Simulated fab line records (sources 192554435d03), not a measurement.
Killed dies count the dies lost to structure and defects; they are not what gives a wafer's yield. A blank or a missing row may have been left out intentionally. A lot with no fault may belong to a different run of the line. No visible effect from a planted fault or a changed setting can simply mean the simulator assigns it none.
Chamber matching -- flow n5 finfet -- N5_BEOL_M6_DESCUM_33 on rie diel-03 has 4 sister chambers
The step chemistry O2, time 7 s. 8 wafers are shown with their chamber, then 9 later ones without.

WAFERS PAIRED WITH THEIR CHAMBERS
wafer,chamber,showerhead plenum p Torr (Torr),drypump motor current A (A)
L083.1,1,2.20,5.4
L083.2,3,2.08,6.4
L084.2,3,2.08,6.5
L091.2,1,2.19,5.4
L091.4,2,2.25,5.6
L092.2,0,2.21,5.6
L092.3,2,2.25,5.6
L092.5,0,2.21,5.6

WAFERS WITHOUT THEIR CHAMBER
wafer,showerhead plenum p Torr (Torr),drypump motor current A (A)
L093.2,2.19,5.5
L093.4,2.21,5.6
L093.6,2.25,5.6
L097.1,2.25,5.6
L097.2,2.18,5.5
L097.3,2.20,5.6
L097.4,2.21,5.7
L097.5,2.18,5.5
L097.6,2.24,5.6

WHICH CHAMBER EACH WENT THROUGH
wafer,from the rows above,in truth
L093.2,1,1
L093.4,0,0
L093.6,2,2
L097.1,2,2
L097.2,1,1
L097.3,0,0
L097.4,0,0
L097.5,1,1
L097.6,2,2
Placed correctly: 9 of 9. Number that these rows cannot place: 0. 0 placed wrongly.
How it was worked out, from the rows above alone: a wafer's distance from a chamber is the root of the sum, over the readings, of the square of ((its reading less the chamber's mean) divided by the reading's scatter). If the next closest chamber is less than 2 further off than the closest, the wafer can't be placed; otherwise it belongs to the closest. A chamber's mean is the mean of its shown wafers. How the scatter is found: for the shown wafers, subtract from each reading the mean of its chamber, square and add these, divide the total by (wafers less chambers), then take the root.
